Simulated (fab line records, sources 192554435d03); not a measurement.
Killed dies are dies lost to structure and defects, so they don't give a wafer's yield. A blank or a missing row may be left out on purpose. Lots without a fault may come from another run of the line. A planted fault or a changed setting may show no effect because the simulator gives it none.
A struck lot beside a sound one | flow n5_finfet | 34 steps out of a route of 1938
Sound: wafers L758.2, L758.3, L758.5. Struck: wafers L753.2, L753.3. The cause comes at the end.
At each step with rows: each side's tool, then ch and its chambers, then its first start. Under that, the readings that differ: sound wafers | struck wafers | difference of the means | sigmas: that difference in standard deviations of wafers without a fault.
alike: readings whose means differ by less than 2 such deviations, and words and numbers that are the same on both sides. not compared: withheld readings, readings that some wafer has no value for, bounds like >300 that may hide the same value, and numbers for which the record gives no deviation and whose values overlap.
The two part at a step that has a row with sigmas, a row that says differs or no value, or rows on one side only. Numbers that don't overlap but have no deviation are shown without sigmas and don't part them. A reading that every wafer of one side lacks parts them only if that side has two wafers or more.

N5_START_INSPECT_01: inspects for defects (unpatterned scan).
  sound on defect_inspect-01, day 5 06:02; struck on defect_inspect-01, day 4 00:02
  alike: raw_defect_count
then, 2 steps without rows for these wafers: N5_ZERO_LAYER_PRECLEAN_00 (cleans in SPM, time 600 s); N5_ZERO_LAYER_SRD_01 (time 30 s, dry time 30 s).
N5_ZERO_LAYER_PECVD_02: deposits SiO2 from SiH4/N2O, target thk 10 nm, time 6 s.
  sound on pecvd-03 ch 1,2, day 5 06:17; struck on pecvd-02 ch 1,2, day 4 00:18
  reading                                       | sound            | struck      | difference | sigmas
  model.SiO2_of_ZERO_LAYER_PECVD_02.thk_nm (nm) | 10.01 9.87 9.961 | 18.99 19.07 | +9.08      |
  alike: heater_power_w, showerhead_plenum_p_Torr
then, 8 steps without rows for these wafers: N5_ZERO_LAYER_HMDS_04 (time 60 s); N5_ZERO_LAYER_COAT_05 (resist thk 1000 nm); N5_ZERO_LAYER_EBR_07; N5_ZERO_LAYER_SOFTBAKE_06 (time 90 s); N5_ZERO_LAYER_EXPOSE_08 (exposes mask ZERO, defocus 0 nm, target cd 2000 nm); N5_ZERO_LAYER_PEB_09; N5_ZERO_LAYER_DEVELOP_10 (develop time 60 s); N5_ZERO_LAYER_HARDBAKE_23 (time 120 s).
N5_ZERO_LAYER_CD_MEAS_11: target cd 2000 nm.
  sound on cd_sem-03 ch 0, day 5 06:39; struck on cd_sem-03 ch 0, day 4 00:47
  reading    | sound                | struck        | difference | sigmas
  cd_nm (nm) | 1998.2 1997.1 1998.2 | 2002.1 2003.1 | +4.8       | +3
N5_ZERO_LAYER_DESCUM_16: chemistry O2, time 7.9 s.
  sound on rie_diel-01 ch 0,1,3, day 5 06:52; struck on rie_diel-01 ch 0,1, day 4 00:49
  alike: bias_power_w, chamber_pressure_mTorr, drypump_motor_current_A, oes_product_au, rf_vpp_V, showerhead_plenum_p_Torr, throttle_valve_pct
  not compared: rf_hours_counter_h
N5_ZERO_LAYER_ETCH_17: etches SiO2 in CF4, target depth 12 nm, time 13.3 s.
  sound on rie_diel-01 ch 0,1,3, day 5 06:55; struck on rie_diel-01 ch 0,1, day 4 00:52
  alike: chamber_pressure_mTorr, drypump_motor_current_A, oes_product_au, rf_vpp_V, showerhead_plenum_p_Torr, throttle_valve_pct
  not compared: rf_hours_counter_h
N5_ZERO_LAYER_ETCH_18: etches Si in HBr/Cl2, target depth 120 nm, time 40 s.
  sound on rie_si-06 ch 0,2,3, day 5 06:59; struck on rie_si-03 ch 2,3, day 4 00:56
  alike: chamber_pressure_mTorr, drypump_motor_current_A, oes_product_au, throttle_valve_pct
  not compared: rf_hours_counter_h
N5_ZERO_LAYER_STRIP_24: strips in O2.
  sound on plasma_asher-02 ch 0,1, day 5 07:05; struck on plasma_asher-01 ch 0,1, day 4 01:04
  alike: chamber_pressure_mTorr, drypump_motor_current_A, heater_power_w, oes_product_au, strip_time_to_endpoint_s
  not compared: rf_hours_counter_h
then, 1 step without rows for these wafers: N5_ZERO_LAYER_STRIP_19 (strips in SPM, time 900 s).
N5_ZERO_LAYER_INSPECT_20: inspects for defects (darkfield).
  sound on defect_inspect-01, day 5 07:26; struck on defect_inspect-02, day 4 01:26
  alike: raw_defect_count
then, 8 steps without rows for these wafers: N5_WELL_APT_HMDS_01 (time 60 s); N5_WELL_APT_COAT_02 (resist thk 950 nm); N5_WELL_APT_EBR_04; N5_WELL_APT_SOFTBAKE_03 (time 60 s); N5_WELL_APT_EXPOSE_05 (exposes mask NWELL, defocus 0 nm, target cd 200 nm); N5_WELL_APT_PEB_06 (peb time 90 s); N5_WELL_APT_DEVELOP_07 (develop time 45 s); N5_WELL_APT_HARDBAKE_12 (time 120 s).
N5_WELL_APT_CD_MEAS_08: target cd 200 nm.
  sound on cd_sem-03 ch 0, day 5 07:45; struck on cd_sem-01 ch 0, day 4 01:52
  alike: cd_nm
N5_WELL_APT_OVL_MEAS_09:
  sound on overlay-01 ch 0, day 5 07:47; struck on overlay-02 ch 0, day 4 01:53
  alike: NWELL_OVL
N5_WELL_APT_INSPECT_10: inspects for defects (macro).
  sound on defect_inspect-02, day 5 07:48; struck on defect_inspect-01, day 4 01:55
  alike: raw_defect_count
N5_WELL_APT_DESCUM_13: chemistry O2, time 7.9 s.
  sound on rie_diel-05 ch 0,2,3, day 5 07:50; struck on rie_diel-06 ch 1,2, day 4 01:56
  reading               | sound          | struck    | difference | sigmas
  oes_product_au (a.u.) | 0.70 0.68 0.70 | 0.93 0.81 | +0.18      | +2
  alike: bias_power_w, chamber_pressure_mTorr, drypump_motor_current_A, rf_vpp_V, showerhead_plenum_p_Torr, throttle_valve_pct
  not compared: rf_hours_counter_h
then, 2 steps without rows for these wafers: N5_WELL_APT_IMPLANT_14; N5_WELL_APT_IMPLANT_15.
-- the record jumps here: 7 days lie between the struck wafers' starts before and after (it left off in module WELL_APT and takes up again in module BEOL_M4, whose first step shown is number 1111 of the route) --
N5_BEOL_M4_RC_MEAS_101:
  sound on prober-02 ch 0, day 11 20:56; struck on prober-01 ch 0, day 11 04:56
  reading           | sound          | struck    | difference | sigmas
  CJ_N              | 4.34 4.30 4.32 | 4.80 4.78 | +0.47      | +6
  CJ_P              | 5.90 5.50 5.92 | 4.55 4.55 | -1.22      | -9
  RS_NWELL (ohm/sq) | 1029 1032 1032 | 1061 1060 | +30        | +4
  RS_PWELL (ohm/sq) | 3004 2999 3000 | 3111 3137 | +123       | +5
  alike: DIBL_N, DIBL_P, IOFF_N, IOFF_P, ION_N, ION_P, SS_N, SS_P, VT_N, VT_P

WHERE THEY PART
First at N5_ZERO_LAYER_CD_MEAS_11; last, within this record, at N5_BEOL_M4_RC_MEAS_101.

WHY: what the simulator had put in
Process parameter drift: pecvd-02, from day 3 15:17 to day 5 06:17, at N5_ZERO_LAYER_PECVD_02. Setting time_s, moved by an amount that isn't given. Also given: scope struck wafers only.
